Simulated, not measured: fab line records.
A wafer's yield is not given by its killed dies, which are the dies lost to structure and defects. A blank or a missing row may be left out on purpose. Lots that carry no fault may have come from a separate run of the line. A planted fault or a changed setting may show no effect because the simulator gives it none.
Split-lot trial / flow n5-finfet / 21 wafers read across 7 lots, on a route 1938 steps long

THE SPLIT ITSELF
At N5_BEOL_M2_COAT_22 (resist thk 30 nm), the setting spin-rpm was moved away from the recipe's 1500 rpm on 4 of the 21 wafers read, by -7.6% to +10.3%. The other wafers ran this setting at the recipe's value.

FROM THE SPLIT TO THE READING: what the file shows between them, 5 steps
- N5_BEOL_M2_EBR_24
- N5_BEOL_M2_SOFTBAKE_23: time 60 s
- N5_BEOL_M2_EXPOSE_25: exposes mask V1, defocus 5 nm
- N5_BEOL_M2_PEB_26: peb time 60 s
- N5_BEOL_M2_DEVELOP_27: develop time 30 s

THE READING
CAR-EUV_of_BEOL_M2_COAT_22.thk-nm (the simulator's own value, which no gauge read), in nm, at N5_BEOL_M2_ETCH_69 (etches SiARC in CF4, target depth 15.6 nm, time 26 s). The file gives no usual value for it. Average 11.1 nm, standard deviation 0.091 nm, over the 17 wafers here run with the recipe.

wafer=L074.2; tool, chamber at the split=litho-track-02, 0; spin-rpm as run, rpm=1500; against the recipe=recipe; CAR-EUV_of_BEOL_M2_COAT_22.thk-nm, nm=11; against lot-mates on the recipe=-
wafer=L074.5; tool, chamber at the split=litho-track-02, 0; spin-rpm as run, rpm=1500; against the recipe=recipe; CAR-EUV_of_BEOL_M2_COAT_22.thk-nm, nm=11.2; against lot-mates on the recipe=-
wafer=L074.6; tool, chamber at the split=litho-track-02, 0; spin-rpm as run, rpm=1573; against the recipe=+4.9%; CAR-EUV_of_BEOL_M2_COAT_22.thk-nm, nm=10.4; against lot-mates on the recipe=-0.7
wafer=L076.2; tool, chamber at the split=litho-track-03, 0; spin-rpm as run, rpm=1500; against the recipe=recipe; CAR-EUV_of_BEOL_M2_COAT_22.thk-nm, nm=11.2; against lot-mates on the recipe=-
wafer=L076.3; tool, chamber at the split=litho-track-03, 0; spin-rpm as run, rpm=1500; against the recipe=recipe; CAR-EUV_of_BEOL_M2_COAT_22.thk-nm, nm=11; against lot-mates on the recipe=-
wafer=L076.5; tool, chamber at the split=litho-track-03, 0; spin-rpm as run, rpm=1386; against the recipe=-7.6%; CAR-EUV_of_BEOL_M2_COAT_22.thk-nm, nm=12.2; against lot-mates on the recipe=+1.1
wafer=L082.1; tool, chamber at the split=litho-track-01, 0; spin-rpm as run, rpm=1500; against the recipe=recipe; CAR-EUV_of_BEOL_M2_COAT_22.thk-nm, nm=11.2; against lot-mates on the recipe=-
wafer=L082.3; tool, chamber at the split=litho-track-01, 0; spin-rpm as run, rpm=1500; against the recipe=recipe; CAR-EUV_of_BEOL_M2_COAT_22.thk-nm, nm=11.2; against lot-mates on the recipe=-
wafer=L082.6; tool, chamber at the split=litho-track-01, 0; spin-rpm as run, rpm=1500; against the recipe=recipe; CAR-EUV_of_BEOL_M2_COAT_22.thk-nm, nm=11.2; against lot-mates on the recipe=-
wafer=L083.1; tool, chamber at the split=litho-track-03, 0; spin-rpm as run, rpm=1500; against the recipe=recipe; CAR-EUV_of_BEOL_M2_COAT_22.thk-nm, nm=11.2; against lot-mates on the recipe=-
wafer=L083.2; tool, chamber at the split=litho-track-03, 0; spin-rpm as run, rpm=1500; against the recipe=recipe; CAR-EUV_of_BEOL_M2_COAT_22.thk-nm, nm=11.2; against lot-mates on the recipe=-
wafer=L083.6; tool, chamber at the split=litho-track-03, 0; spin-rpm as run, rpm=1500; against the recipe=recipe; CAR-EUV_of_BEOL_M2_COAT_22.thk-nm, nm=11.2; against lot-mates on the recipe=-
wafer=L084.1; tool, chamber at the split=litho-track-03, 0; spin-rpm as run, rpm=1500; against the recipe=recipe; CAR-EUV_of_BEOL_M2_COAT_22.thk-nm, nm=11.2; against lot-mates on the recipe=-
wafer=L084.5; tool, chamber at the split=litho-track-03, 0; spin-rpm as run, rpm=1500; against the recipe=recipe; CAR-EUV_of_BEOL_M2_COAT_22.thk-nm, nm=11.2; against lot-mates on the recipe=-
wafer=L084.6; tool, chamber at the split=litho-track-03, 0; spin-rpm as run, rpm=1500; against the recipe=recipe; CAR-EUV_of_BEOL_M2_COAT_22.thk-nm, nm=11.2; against lot-mates on the recipe=-
wafer=L085.2; tool, chamber at the split=litho-track-03, 0; spin-rpm as run, rpm=1500; against the recipe=recipe; CAR-EUV_of_BEOL_M2_COAT_22.thk-nm, nm=11; against lot-mates on the recipe=-
wafer=L085.3; tool, chamber at the split=litho-track-03, 0; spin-rpm as run, rpm=1637; against the recipe=+9.1%; CAR-EUV_of_BEOL_M2_COAT_22.thk-nm, nm=9.8; against lot-mates on the recipe=-1.2
wafer=L085.6; tool, chamber at the split=litho-track-03, 0; spin-rpm as run, rpm=1500; against the recipe=recipe; CAR-EUV_of_BEOL_M2_COAT_22.thk-nm, nm=11; against lot-mates on the recipe=-
wafer=L086.1; tool, chamber at the split=litho-track-03, 0; spin-rpm as run, rpm=1500; against the recipe=recipe; CAR-EUV_of_BEOL_M2_COAT_22.thk-nm, nm=11; against lot-mates on the recipe=-
wafer=L086.2; tool, chamber at the split=litho-track-03, 0; spin-rpm as run, rpm=1500; against the recipe=recipe; CAR-EUV_of_BEOL_M2_COAT_22.thk-nm, nm=11.2; against lot-mates on the recipe=-
wafer=L086.3; tool, chamber at the split=litho-track-03, 0; spin-rpm as run, rpm=1654; against the recipe=+10.3%; CAR-EUV_of_BEOL_M2_COAT_22.thk-nm, nm=9.8; against lot-mates on the recipe=-1.3

THE FIT
A straight line over all 21 wafers: CAR-EUV_of_BEOL_M2_COAT_22.thk-nm changes by -0.139 nm for each +1% of spin-rpm; r = -0.98; the points scatter about the line by 0.091 nm.
The same after taking each lot's own level away (the mean of its wafers on the recipe; 21 wafers): -0.134 nm for each +1%; r = -0.99; scatter 0.063 nm.
That fit puts the effect of the largest move of spin-rpm on the reading at 1.4 nm.
Measured against the standard deviation above, the lots' own levels, which go from 11.00 to 11.20 nm, span 2.2 times it.
The two slopes agree, so the slope changes little with the lot-to-lot level.
Check: for one of the wafers moved furthest among these (+10.3%), held out of the fit, the line's prediction against its lot-mates is -1.41 nm. It came out at -1.3 nm against them.

THESE WAFERS: OTHER SPLITS
Before the reading, these wafers also passed through other splits. Each is held against what the fit with the lots' levels taken away leaves over:
other split on the same wafers=N5_BEOL_M2_ILD_DEP_00 time-s; wafers away from the commonest value=12; r with CAR-EUV_of_BEOL_M2_COAT_22.thk-nm (lot level and that fit taken away)=+0.02

THE WHOLE CHAIN: every reading that the file lists as answering this split, in the file's order
step=N5_BEOL_M2_COAT_22; what it does=resist thk 30 nm; reading=CAR-EUV_of_BEOL_M2_COAT_22.thk-nm (the simulator's own value, which no gauge read); change (the file's fit)=-0.142 nm for each +1% of the setting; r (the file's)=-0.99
step=N5_BEOL_M2_DEVELOP_27; what it does=develop time 30 s; reading=CAR-EUV_of_BEOL_M2_COAT_22.thk-nm (the simulator's own value, which no gauge read); change (the file's fit)=-0.149 nm for each +1% of the setting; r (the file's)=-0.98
step=N5_BEOL_M2_ETCH_69; what it does=etches SiARC in CF4, target depth 15.6 nm, time 26 s; reading=CAR-EUV_of_BEOL_M2_COAT_22.thk-nm (the simulator's own value, which no gauge read); change (the file's fit)=-0.133 nm for each +1% of the setting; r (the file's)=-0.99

THE FILE'S OWN FIT
CAR-EUV_of_BEOL_M2_COAT_22.thk-nm changes by -0.133 nm for each +1% of spin-rpm, r = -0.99.
